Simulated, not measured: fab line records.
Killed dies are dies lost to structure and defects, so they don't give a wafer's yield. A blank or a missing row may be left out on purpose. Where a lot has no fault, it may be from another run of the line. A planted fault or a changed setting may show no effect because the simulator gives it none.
Matching of chambers    flow nandHarc    cmp-01 running NHARC_A_STAIRCASE_CMP_472: 4 sister chambers
The step polishes SiO2. 8 wafers are shown with their chamber, then 12 later ones without.

WAFERS, EACH WITH ITS CHAMBER
wafer   chamber  motorCurrentA (A)  slurryFlowMlMin
L081.3  0        11.9               150.3
L085.4  3        11.4               150.4
L087.2  2        10.9               150.2
L087.5  2        11.8               149.9
L087.6  1        11.5               149.6
L090.1  0        11.6               150.6
L090.2  3        10.9               150.4
L090.6  1        11.6               150.2

WAFERS WITH NO CHAMBER GIVEN
wafer   motorCurrentA (A)  slurryFlowMlMin
L089.1  11.3               149.7
L089.2  12.4               149.8
L089.4  10.8               149.3
L094.1  11.0               149.3
L094.5  11.5               149.0
L094.6  11.9               150.1
L093.1  12.1               149.0
L093.2  11.3               150.2
L093.6  11.5               149.6
L097.1  11.3               150.5
L097.2  10.9               150.2
L097.4  11.1               150.3

EACH ONE'S CHAMBER
wafer   from the rows above                in truth
L089.1  can't be placed: 1 or 2 or 3       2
L089.2  can't be placed: 1 or 2 or 0 or 3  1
L089.4  can't be placed: 1 or 2 or 3       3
L094.1  can't be placed: 1 or 2 or 3       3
L094.5  can't be placed: 1 or 2 or 3       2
L094.6  can't be placed: 1 or 0 or 2 or 3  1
L093.1  can't be placed: 1 or 2 or 0       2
L093.2  can't be placed: 2 or 3 or 1 or 0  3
L093.6  can't be placed: 1 or 2            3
L097.1  can't be placed: 3 or 0 or 2 or 1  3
L097.2  can't be placed: 3 or 2 or 1 or 0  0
L097.4  can't be placed: 3 or 2 or 0 or 1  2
Correctly placed: 0 of 12. Unplaceable from these rows: 12, with the true chamber sitting among the candidates in 11. 0 placed wrongly.
How it was worked out, from the rows above alone: a wafer's distance from a chamber is the root of the sum, over the readings, of the square of ((its reading less the chamber's mean) divided by the reading's scatter). If the next closest chamber is less than 2 further off than the closest, the wafer can't be placed; otherwise it belongs to the closest. For every chamber, the mean is computed from those of its wafers that are shown. The scatter is the square root of a quotient: the sum, over the shown wafers, of each reading's squared deviation from its chamber's mean, divided by wafers minus chambers.
